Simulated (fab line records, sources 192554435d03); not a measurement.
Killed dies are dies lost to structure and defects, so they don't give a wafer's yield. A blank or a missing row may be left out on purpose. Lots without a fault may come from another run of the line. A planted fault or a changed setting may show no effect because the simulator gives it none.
fab line records | flow n5_finfet | part 2 of 2: steps 19 to 27 of 27
record lots=5 wafers=15 last_day=18
route steps=1938 shown BEOL_M7@1273
lots that met no fault: from a run of the same line without faults
start_h: hours from the record's first day to the start of the lot's first wafer shown | wait_h: hours since the lot's step before | " the same as in the row above | L1.1+2: a row that stands for several wafers | - no value, or no start given | * or withheld: withheld | < > ~ a bound
route shown NAME@n: a module of which the file shows steps, and the number in the route of the first | usual: mean/standard deviation of fault-free wafers | same: alike in all rows | chamber/n: place in a boat | sites: the reading at each site | _std_site: their standard deviation | _edge_site: outer sites' mean less inner sites' | radius_mm: how far each site lies from the wafer's centre | mask NAME#n: copy n | behind: the tool/chamber that last shaped the wafer | hold: why the lot was held/for how many hours/how that ended | device: the transistor (n, p or np) that didn't switch | end of line: the same wafers' tests at the end of the route | a step without rows: its recipe alone | killed: dies lost to structure and defects at the first sort, not the wafer's yield | map: a wafer's dies, x killed, . not, _ none there
set.NAME: the setting as run; set.NAME@STEP: as run at that earlier step | model.NAME: the simulator's own value behind a step, which no gauge read
lots at some steps of the route; a table a step, a row a wafer
services: from which hour (start_h, from the record's first day; less than 0 if before it) a tool's chamber was out of use, for how many hours, and why
## steps
# step N5_BEOL_M7_EBR_24
# recipe solvent=PGMEA ebr_width_mm=1.5
# usual exhaust_pa=44.8/1.1
# columns lot.wafer tool chamber start_h wait_h exhaust_pa
L081.1 litho_track-02 0 - - 44.5
L081.3 " 0 " " 44.1
L081.4 " 0 " " 44.2
L080.1 litho_track-03 0 - - 45.1
L080.2 " 0 " " 45.1
L080.5 " 0 " " 45.3
L086.1 litho_track-05 0 - - 44.9
L086.3 " 0 " " 43.6
L086.5 " 0 " " 44.0
L089.3 litho_track-05 0 - - 44.1
L089.4 " 0 " " 44.7
L089.5 " 0 " " 45.3
L094.1 litho_track-03 0 - - 44.3
L094.4 " 0 " " 44.4
L094.6 " 0 " " 42.8
# step N5_BEOL_M7_SOFTBAKE_23
# recipe temp_c=110 time_s=60 resist=CAR-EUV
# usual exhaust_pa=45.0/0.87
# columns lot.wafer tool chamber start_h wait_h exhaust_pa
L081.1 litho_track-02 0 - - 46.8
L081.3 " 0 " " 45.3
L081.4 " 0 " " 45.1
L080.1 litho_track-03 0 - - 45.1
L080.2 " 0 " " 45.0
L080.5 " 0 " " 45.7
L086.1 litho_track-05 0 - - 44.3
L086.3 " 0 " " 45.3
L086.5 " 0 " " 45.3
L089.3 litho_track-05 0 - - 45.9
L089.4 " 0 " " 44.9
L089.5 " 0 " " 46.6
L094.1 litho_track-03 0 - - 44.6
L094.4 " 0 " " 44.9
L094.6 " 0 " " 44.6
# step N5_BEOL_M7_EXPOSE_25
# recipe mask_id=V6 na=0.33 source_shape=annular sigma_inner=0.4 sigma_outer=0.8 polarization=unpolarized target_cd_nm=40 dose_mj=42.5
# usual exposure_dose_mJ_cm2=42.37/0.055
# columns lot.wafer tool chamber start_h wait_h mask exposure_dose_mJ_cm2
L081.1 euv_scanner-01 0 260.24 - V6#0 42.41
L081.3 " 0 " " V6#0 42.37
L081.4 " 0 " " V6#0 42.42
L080.1 euv_scanner-01 0 267.94 - V6#0 42.41
L080.2 " 0 " " V6#0 42.42
L080.5 " 0 " " V6#0 42.39
L086.1 euv_scanner-01 0 314.21 - V6#0 42.40
L086.3 " 0 " " V6#0 42.40
L086.5 " 0 " " V6#0 42.45
L089.3 euv_scanner-02 0 341.80 - V6#0 42.33
L089.4 " 0 " " V6#0 42.27
L089.5 " 0 " " V6#0 42.31
L094.1 euv_scanner-02 0 361.93 - V6#0 42.30
L094.4 " 0 " " V6#0 42.28
L094.6 " 0 " " V6#0 42.29
# step N5_BEOL_M7_PEB_26
# recipe peb_temp_c=100 peb_time_s=60 resist=CAR-EUV
# usual exhaust_pa=45.0/0.85
# same peb_time_s=60
# columns lot.wafer tool chamber start_h wait_h exhaust_pa
L081.1 litho_track-02 0 260.31 0.1 44.4
L081.3 " 0 " " 43.6
L081.4 " 0 " " 44.0
L080.1 litho_track-02 0 268.00 0.1 45.0
L080.2 " 0 " " 45.4
L080.5 " 0 " " 44.6
L086.1 litho_track-02 0 314.27 0.1 46.1
L086.3 " 0 " " 46.6
L086.5 " 0 " " 45.9
L089.3 litho_track-03 0 341.85 0.0 45.2
L089.4 " 0 " " 44.5
L089.5 " 0 " " 44.7
L094.1 litho_track-05 0 361.99 0.1 45.5
L094.4 " 0 " " 44.8
L094.6 " 0 " " 45.7
# step N5_BEOL_M7_DEVELOP_27
# recipe develop_time_s=30 developer=TMAH resist=CAR-EUV rinse_liquid=surfactant_rinse dry=air_spin dev_temp_c=23
# usual exhaust_pa=44.9/0.83
# columns lot.wafer tool chamber start_h wait_h exhaust_pa
L081.1 litho_track-02 0 - - 43.6
L081.3 " 0 " " 44.1
L081.4 " 0 " " 43.3
L080.1 litho_track-02 0 - - 42.8
L080.2 " 0 " " 43.6
L080.5 " 0 " " 45.1
L086.1 litho_track-02 0 - - 44.5
L086.3 " 0 " " 44.4
L086.5 " 0 " " 45.3
L089.3 litho_track-03 0 - - 45.6
L089.4 " 0 " " 45.2
L089.5 " 0 " " 46.2
L094.1 litho_track-05 0 - - 44.7
L094.4 " 0 " " 43.8
L094.6 " 0 " " 45.5
# step N5_BEOL_M7_CD_MEAS_28
# recipe target_cd_nm=40 landing_energy_ev=500 detector=se_inlens
# usual cd_nm=39.87/0.22
# same landing_energy_ev=500
# columns lot.wafer tool chamber start_h wait_h cd_nm
L081.1 cd_sem-01 0 260.37 - 39.82
L081.3 " 0 " " 39.61
L081.4 " 0 " " 39.82
L080.1 cd_sem-01 0 268.07 - 39.87
L080.2 " 0 " " 40.13
L080.5 " 0 " " 39.97
L086.1 cd_sem-02 0 314.34 - 39.99
L086.3 " 0 " " 40.15
L086.5 " 0 " " 40.14
L089.3 cd_sem-01 0 341.92 - 39.79
L089.4 " 0 " " 39.98
L089.5 " 0 " " 39.55
L094.1 cd_sem-02 0 362.06 - 39.78
L094.4 " 0 " " 39.80
L094.6 " 0 " " 40.22
# step N5_BEOL_M7_OVL_MEAS_29
# recipe points_per_wafer=522
# usual V6_OVL=-0.1/0.63
# same points_per_wafer=522
# columns lot.wafer tool chamber start_h wait_h V6_OVL[nm]
L081.1 overlay-01 0 260.40 0.0 -0.3
L081.3 " 0 " " 0.5
L081.4 " 0 " " -0.7
L080.1 overlay-01 0 268.10 0.0 0.3
L080.2 " 0 " " 0.5
L080.5 " 0 " " -0.4
L086.1 overlay-02 0 314.37 0.0 1.0
L086.3 " 0 " " 0.4
L086.5 " 0 " " 0.7
L089.3 overlay-01 0 341.96 0.0 -1.2
L089.4 " 0 " " -0.2
L089.5 " 0 " " 0.0
L094.1 overlay-02 0 362.09 0.0 -0.9
L094.4 " 0 " " -1.4
L094.6 " 0 " " -1.5
# step N5_BEOL_M7_INSPECT_30
# recipe mode=adi inspect_instrument=brightfield
# usual raw_defect_count=370/75
# columns lot.wafer tool chamber start_h wait_h raw_defect_count
L081.1 defect_inspect-02 - 260.46 0.1 329
L081.3 " - " " 395
L081.4 " - " " 349
L080.1 defect_inspect-01 - 268.16 0.1 405
L080.2 " - " " 363
L080.5 " - " " 470
L086.1 defect_inspect-01 - 314.43 0.1 337
L086.3 " - " " 329
L086.5 " - " " 319
L089.3 defect_inspect-01 - 342.00 0.0 284
L089.4 " - " " 363
L089.5 " - " " 322
L094.1 defect_inspect-02 - 362.15 0.1 402
L094.4 " - " " 501
L094.6 " - " " 305
# step N5_BEOL_M7_DESCUM_33
# recipe chemistry=O2 time_s=7 source_power_w=50 bias_power_w=20 pressure_mtorr=20 rf_frequency_hz=2.712e+07 temp_c=40 resist=CAR-EUV o2_flow_sccm=225
# usual drypump_motor_current_A=5.3/0.47 oes_product_au=0.77/0.083 rf_fwd_power_W=49.41/0.24 rf_vpp_V=243.8/1.1 showerhead_plenum_p_Torr=2.14/0.046 throttle_valve_pct=20.44/0.21
# columns lot.wafer tool chamber start_h wait_h drypump_motor_current_A oes_product_au rf_fwd_power_W rf_hours_counter_h rf_vpp_V showerhead_plenum_p_Torr throttle_valve_pct
L081.1 rie_diel-01 3 260.50 0.0 4.6 0.72 49.47 192 245.5 2.16 20.27
L081.3 " 2 " " 5.0 0.74 49.60 175 242.7 2.10 20.67
L081.4 " 2 " " 4.9 0.74 49.60 - 244.2 2.10 20.67
L080.1 rie_diel-01 2 268.19 0.0 5.0 0.74 49.97 178 243.2 2.09 20.66
L080.2 " 0 " " 5.5 0.73 49.52 171 244.6 2.18 20.28
L080.5 " 3 " " 4.6 0.72 49.20 - 245.1 2.16 20.30
L086.1 rie_diel-02 3 314.46 0.0 5.5 0.78 49.68 118 245.3 2.19 20.19
L086.3 " 0 " " 5.0 0.66 49.38 239 244.5 2.15 20.61
L086.5 " 1 " " 5.1 0.73 49.77 - 243.8 2.17 20.27
L089.3 rie_diel-01 3 342.04 0.0 4.7 0.70 49.41 217 242.6 2.15 20.33
L089.4 " 2 " " 5.0 0.72 49.70 199 242.8 2.09 20.70
L089.5 " 3 " " 4.6 0.70 49.40 - 244.9 2.15 20.32
L094.1 rie_diel-04 2 362.25 0.1 5.5 0.68 49.04 248 243.5 2.05 20.58
L094.4 " 1 " " 6.1 0.89 49.02 28 244.8 2.23 20.21
L094.6 " 1 " " 6.1 0.89 49.08 - 243.4 2.23 20.22
## services
# columns tool chamber start_h hours kind
arfi_scanner-02 - 224.84 1.3 pm
euv_scanner-02 - 237.18 1.0 pm
euv_scanner-02 - 239.92 49.1 repair
rie_diel-02 - 249.18 0.2 repair
euv_scanner-01 - 261.42 1.0 pm
arfi_scanner-02 - 275.83 1.0 pm
arfi_scanner-02 - 280.45 0.6 repair
arfi_scanner-02 - 288.97 1.0 pm
rie_diel-01 1 291.76 3.0 repair
euv_scanner-02 - 293.33 1.0 pm
rie_diel-02 2 294.86 20.4 repair
euv_scanner-01 - 298.73 5.8 pm
euv_scanner-02 - 303.72 1.5 repair
euv_scanner-01 - 305.22 1.0 pm
euv_scanner-01 - 328.34 0.6 repair
arfi_scanner-02 - 338.13 3.1 pm
rie_diel-01 3 342.61 28.4 repair
rie_diel-01 - 343.93 0.2 repair
euv_scanner-01 - 345.40 4.6 pm
arfi_scanner-02 - 346.60 0.8 pm
arfi_scanner-02 - 350.34 1.3 pm
rie_diel-02 3 351.99 7.2 repair
arfi_scanner-02 - 356.90 5.8 repair
euv_scanner-01 - 357.72 5.0 repair
